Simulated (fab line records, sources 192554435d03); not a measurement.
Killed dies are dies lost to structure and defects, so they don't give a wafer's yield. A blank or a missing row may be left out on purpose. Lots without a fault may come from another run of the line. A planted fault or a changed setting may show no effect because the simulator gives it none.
One fault seen from 2 desks | flow n5_finfet | each desk has only its own numbers; what lay behind them comes last

THE TOOL OWNER'S DESK: rie_diel-05
The tool's own readings at N5_BEOL_M15_TRENCH_ETCH_34 (etches SiO2 in C4F8/O2/Ar, target depth 872.93 nm, time 199 s): means of the sampled wafers that have a number, for each lot that ran on this tool. A lot is out of limits, marked OUT, if its mean lies more than 4 standard deviations from the usual mean; the brackets give that distance.
Columns: A = O2_flow_sccm at N5_BEOL_M15_TRENCH_ETCH_34, usual 12.00 sccm; B = drypump_motor_current_A at N5_BEOL_M15_TRENCH_ETCH_34, usual 5.5 A; C = mfc_ar_sccm at N5_BEOL_M15_TRENCH_ETCH_34, usual 400.1 sccm; D = oes_product_au at N5_BEOL_M15_TRENCH_ETCH_34, usual 0.80 a.u.; E = rf_vpp_V at N5_BEOL_M15_TRENCH_ETCH_34, usual 2215 V; F = showerhead_plenum_p_Torr at N5_BEOL_M15_TRENCH_ETCH_34, usual 3.41 Torr; G = throttle_valve_pct at N5_BEOL_M15_TRENCH_ETCH_34, usual 30.89 %
lot  | first seen here | A     | B   | C     | D    | E    | F    | G
L449 | day 11 13:19    | 11.98 | 5.6 | 399.0 | 0.79 | 2188 | 3.39 | 30.83
L451 | day 11 16:06    | 12.03 | 5.8 | 399.3 | 0.76 | 2196 | 3.47 | 30.91
L458 | day 14 02:14    | 11.98 | 5.4 | 400.5 | 0.76 | 2200 | 3.35 | 30.95
L463 | day 15 06:04    | 12.01 | 5.8 | 400.7 | 0.84 | 2194 | 3.46 | 30.79
L465 | day 15 10:21    | 11.99 | 5.5 | 399.7 | 0.83 | 2238 | 3.43 | 30.92
L464 | day 15 14:52    | 11.98 | 5.6 | 400.4 | 0.76 | 2180 | 3.37 | 30.91
This desk's finding: nothing out of limits on any of the 6 lots.

THE METROLOGY DESK
What the gauges read, lot by lot, whatever tool the lot ran on: means of the sampled wafers that have a number. A lot is out of limits, marked OUT, if its mean lies more than 4 standard deviations from the usual mean; the brackets give that distance.
Columns: A = M15_THK at N5_BEOL_M15_THK_MEAS_50, usual 826 nm; B = M15_RS at N5_BEOL_M15_RS_MEAS_54, usual 0.0217 ohm/sq
lot  | first seen here | A   | B
L449 | day 11 19:15    | 822 | 0.0218
L451 | day 11 20:19    | 834 | 0.0215
L458 | day 14 06:53    | 822 | 0.0217
L455 | day 14 07:14    | 799 | 0.0221
L463 | day 15 10:21    | 886 | 0.0204
L465 | day 15 12:19    | 875 | 0.0207
L464 | day 15 20:11    | 852 | 0.0211
L468 | day 16 17:02    | 825 | 0.0220
L466 | day 17 06:34    | 820 | 0.0217
L471 | day 17 22:54    | 823 | 0.0217
This desk's finding: nothing out of limits on any of the 10 lots.

PUT TOGETHER
The tool owner's desk saw nothing out of limits.
The metrology desk saw nothing out of limits.

WHAT THE SIMULATOR HAD PUT IN
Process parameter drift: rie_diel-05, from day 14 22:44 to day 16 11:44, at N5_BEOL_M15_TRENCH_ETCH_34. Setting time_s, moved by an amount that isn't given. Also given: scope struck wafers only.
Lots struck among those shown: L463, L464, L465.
